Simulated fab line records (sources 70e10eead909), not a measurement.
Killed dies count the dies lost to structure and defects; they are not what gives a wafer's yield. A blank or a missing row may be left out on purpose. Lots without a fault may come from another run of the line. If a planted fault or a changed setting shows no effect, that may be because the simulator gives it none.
Which tool was responsible? | flow nandHarc | 72 wafers from 24 lots sampled at 3 of the route's 1159 steps

## WHAT THE GAUGES SHOWED, per wafer
NHARC_A_CONTACT_OVL_MEAS_43. Usual: overlayXNm -0.2 nm, standard deviation 0.78; overlayYNm -0.2 nm, standard deviation 0.85.
lot  | measured     | on         | overlayXNm (nm) | overlayYNm (nm) | flag
L074 | day 16 02:26 | overlay-01 | -0.4 -0.4 0.3   | -0.4 -0.5 -1.0  | 
L075 | day 16 12:46 | overlay-02 | -1.2 -0.7 -1.6  | -0.2 0.2 0.3    | 
L077 | day 16 14:04 | overlay-02 | 0.6 1.6 1.5     | 0.0 -0.1 0.4    | 
L078 | day 17 04:52 | overlay-02 | 0.4 0.6 0.3     | 0.5 0.4 0.0     | 
L076 | day 17 08:37 | overlay-02 | -0.7 -0.3 0.1   | 0.4 0.5 0.4     | 
L080 | day 17 22:07 | overlay-02 | 0.3 -0.1 -0.2   | 0.4 -0.2 -0.2   | 
L079 | day 17 19:53 | overlay-01 | 0.0 -0.2 -0.4   | -0.8 -0.2 -0.1  | 
L081 | day 18 00:56 | overlay-01 | 0.3 0.3 0.9     | -1.4 -1.5 -1.6  | 
L082 | day 18 13:57 | overlay-02 | -0.8 -0.8 -1.0  | -0.8 -0.7 -0.5  | 
L083 | day 18 14:08 | overlay-02 | 0.8 0.6 0.7     | 0.1 -0.3 0.1    | 
L084 | day 18 18:15 | overlay-02 | 0.1 -0.2 -0.1   | 0.3 0.3 0.0     | 
L085 | day 18 23:49 | overlay-02 | 1.2 0.6 0.8     | -0.8 -0.4 -0.2  | 
L086 | day 19 12:07 | overlay-02 | 0.2 -0.5 -0.7   | 0.2 0.5 0.2     | 
L087 | day 19 05:36 | overlay-01 | -0.5 -0.8 -0.7  | -1.1 -1.3 -1.2  | 
L090 | day 20 00:05 | overlay-02 | 0.0 -0.9 -0.3   | 0.8 0.8 1.0     | 
L088 | day 20 03:58 | overlay-02 | 0.6 0.1 -0.4    | 0.2 0.0 0.6     | 
L093 | day 20 06:02 | overlay-01 | 0.6 0.4 1.1     | 1.3 1.3 2.0     | 
L089 | day 20 11:14 | overlay-02 | -0.7 -1.1 -1.2  | 0.6 0.5 0.3     | 
L091 | day 20 11:46 | overlay-01 | -0.4 -0.5 -1.0  | -0.4 0.0 -0.4   | 
L092 | day 20 19:16 | overlay-02 | -2.1 -2.5 -2.0  | -0.7 -0.4 -0.7  | 
L094 | day 21 11:07 | overlay-02 | -0.5 0.0 -0.1   | -1.7 -1.5 -1.4  | 
L096 | day 21 11:47 | overlay-01 | -0.8 -1.4 -1.0  | 1.6 1.2 1.3     | 
L097 | day 21 15:12 | overlay-02 | 0.1 -0.7 0.0    | -1.7 -1.0 -0.8  | 
L095 | day 22 01:52 | overlay-01 | 0.3 0.3 0.0     | -1.1 -1.9 -1.3  | 

## WHAT TOOL EACH LOT RAN ON (gives the tool, then ch and the chambers of the sampled wafers, and finally the start)
lot  | NHARC_A_WL_FILL_STRIP_27            | NHARC_A_WL_FILL_ETCHBACK_26
L074 | plasmaAsher-02 ch 0,1, day 15 00:59 | rieSi-01 ch 0,1,3, day 15 16:15
L075 | plasmaAsher-01 ch 0,1, day 15 07:40 | rieSi-01 ch 0,1,3, day 16 00:41
L077 | plasmaAsher-01 ch 0,1, day 15 07:49 | rieSi-02 ch 1,2, day 16 00:43
L078 | plasmaAsher-01 ch 1, day 16 02:59   | rieSi-02 ch 0,1,2, day 16 18:28
L076 | plasmaAsher-01 ch 0,1, day 16 05:02 | rieSi-01 ch 1,3, day 16 18:28
L080 | plasmaAsher-01 ch 0,1, day 16 11:11 | rieSi-02 ch 0,3, day 17 02:43
L079 | plasmaAsher-01 ch 0, day 16 12:08   | rieSi-01 ch 0,3, day 17 02:44
L081 | plasmaAsher-02 ch 0,1, day 16 14:01 | rieSi-01 ch 0,1,3, day 17 06:03
L082 | plasmaAsher-01 ch 0,1, day 17 08:05 | rieSi-01 ch 0,3, day 17 23:37
L083 | plasmaAsher-02 ch 0,1, day 17 10:55 | rieSi-06 ch 0,2,3, day 17 23:38
L084 | plasmaAsher-02 ch 0,1, day 17 13:17 | rieSi-06 ch 1,2, day 18 05:13
L085 | plasmaAsher-02 ch 0,1, day 17 20:45 | rieSi-02 ch 1,2, day 18 13:49
L086 | plasmaAsher-02 ch 0,1, day 18 01:14 | rieSi-02 ch 0,2,3, day 18 19:23
L087 | plasmaAsher-01 ch 1, day 18 01:32   | rieSi-06 ch 1,3, day 18 16:49
L090 | plasmaAsher-02 ch 1, day 18 18:57   | rieSi-01 ch 0,1,2, day 19 14:14
L088 | plasmaAsher-01 ch 0,1, day 18 21:32 | rieSi-01 ch 0,1,3, day 19 17:29
L093 | plasmaAsher-02 ch 0,1, day 19 04:12 | rieSi-02 ch 1,2,3, day 19 17:29
L089 | plasmaAsher-02 ch 0,1, day 19 07:18 | rieSi-02 ch 1,2, day 19 22:52
L091 | plasmaAsher-02 ch 0,1, day 19 09:51 | rieSi-06 ch 0,2, day 19 22:53
L092 | plasmaAsher-01 ch 0,1, day 19 17:14 | rieSi-01 ch 0,1,3, day 20 09:25
L094 | plasmaAsher-01 ch 0,1, day 20 08:13 | rieSi-01 ch 0,1,3, day 20 23:27
L096 | plasmaAsher-01 ch 1, day 20 08:43   | rieSi-02 ch 2,3, day 20 23:27
L097 | plasmaAsher-02 ch 1, day 20 10:59   | rieSi-02 ch 0,1, day 21 02:28
L095 | plasmaAsher-02 ch 0,1, day 20 23:55 | rieSi-01 ch 0,1,2, day 21 12:09
- NHARC_A_WL_FILL_STRIP_27: strips in N2/H2, time 20 s.
- NHARC_A_WL_FILL_ETCHBACK_26: etches the open film in HBr, target depth 52 nm, time 13.3 s.

## AS READ BY THE TOOLS THEMSELVES (means over the sampled wafers that have a number; for cases with no such wafer, the mark the record gives instead)
NHARC_A_WL_FILL_STRIP_27. Usual: drypumpMotorCurrentA 6.2 A, standard deviation 0.34; heaterPowerW 313 W, standard deviation 38.
lot  | tool           | drypumpMotorCurrentA (A) | heaterPowerW (W) | flag
L074 | plasmaAsher-02 | 5.8                      | 285              | 
L075 | plasmaAsher-01 | 6.5                      | 336              | 
L077 | plasmaAsher-01 | 6.5                      | 349              | 
L078 | plasmaAsher-01 | 6.5                      | 319              | 
L076 | plasmaAsher-01 | 6.5                      | 349              | 
L080 | plasmaAsher-01 | 6.5                      | 353              | 
L079 | plasmaAsher-01 | 6.5                      | 374              | 
L081 | plasmaAsher-02 | 5.8                      | 276              | 
L082 | plasmaAsher-01 | 6.5                      | 331              | 
L083 | plasmaAsher-02 | 5.8                      | 277              | 
L084 | plasmaAsher-02 | 5.8                      | 277              | 
L085 | plasmaAsher-02 | 5.8                      | 282              | 
L086 | plasmaAsher-02 | 5.8                      | 276              | 
L087 | plasmaAsher-01 | 6.5                      | 312              | 
L090 | plasmaAsher-02 | 6.1                      | 294              | 
L088 | plasmaAsher-01 | 6.5                      | 348              | 
L093 | plasmaAsher-02 | 6.0                      | 284              | 
L089 | plasmaAsher-02 | 5.8                      | 281              | 
L091 | plasmaAsher-02 | 6.0                      | 288              | 
L092 | plasmaAsher-01 | 6.5                      | 330              | 
L094 | plasmaAsher-01 | 6.5                      | 360              | 
L096 | plasmaAsher-01 | 6.5                      | 324              | 
L097 | plasmaAsher-02 | 6.1                      | 297              | 
L095 | plasmaAsher-02 | 5.8                      | 279              | 

NHARC_A_WL_FILL_ETCHBACK_26. Usual: drypumpMotorCurrentA 5.8 A, standard deviation 0.46; oesProductAu 0.990 a.u., standard deviation 0.013; throttleValvePct 23.265 %, standard deviation 0.0094.
lot  | tool     | drypumpMotorCurrentA (A) | oesProductAu (a.u.) | throttleValvePct (%) | flag
L074 | rieSi-01 | 5.7                      | 0.985               | 23.271               | 
L075 | rieSi-01 | 5.7                      | 0.991               | 23.280               | 
L077 | rieSi-02 | 5.9                      | 0.999               | 23.250               | 
L078 | rieSi-02 | 6.1                      | 0.994               | 23.263               | 
L076 | rieSi-01 | 5.6                      | 0.992               | 23.257               | 
L080 | rieSi-02 | 6.2                      | 0.986               | 23.262               | 
L079 | rieSi-01 | 5.5                      | 1.000               | 23.270               | 
L081 | rieSi-01 | 5.7                      | 0.989               | 23.262               | 
L082 | rieSi-01 | 5.5                      | 0.993               | 23.266               | 
L083 | rieSi-06 | 5.2                      | 0.982               | 23.262               | 
L084 | rieSi-06 | 5.3                      | 0.997               | 23.264               | 
L085 | rieSi-02 | 6.0                      | 0.999               | 23.272               | 
L086 | rieSi-02 | 6.2                      | 0.998               | 23.269               | 
L087 | rieSi-06 | 5.8                      | 0.989               | 23.257               | 
L090 | rieSi-01 | 6.1                      | 0.973               | 23.258               | 
L088 | rieSi-01 | 5.7                      | 0.987               | 23.264               | 
L093 | rieSi-02 | 5.9                      | 0.996               | 23.275               | 
L089 | rieSi-02 | 5.9                      | 0.990               | 23.271               | 
L091 | rieSi-06 | 4.9                      | 0.988               | 23.259               | 
L092 | rieSi-01 | 5.7                      | 0.981               | 23.267               | 
L094 | rieSi-01 | 5.7                      | 0.985               | 23.265               | 
L096 | rieSi-02 | 6.1                      | 1.002               | 23.264               | 
L097 | rieSi-02 | 5.9                      | 0.988               | 23.265               | 
L095 | rieSi-01 | 6.1                      | 1.000               | 23.260               | 

## THE ANSWER, worked out from the rows above alone
Rule: lot off if the mean of its wafers having a number is beyond 3 standard deviations from the usual mean. Also off: a lot with no number at a reading for which 4 or more lots have one. The other lots that the step has rows for count as sound. The gauges are gone through in route order, then the tools' own readings, and for those a lot's mean is taken as printed above. At the first step where some lot is off, the reading lying furthest off is the one used; lots without a number count as furthest.
Nothing can be told from this: no lot is off at any reading shown.

## WHAT WAS PUT IN BY THE SIMULATOR
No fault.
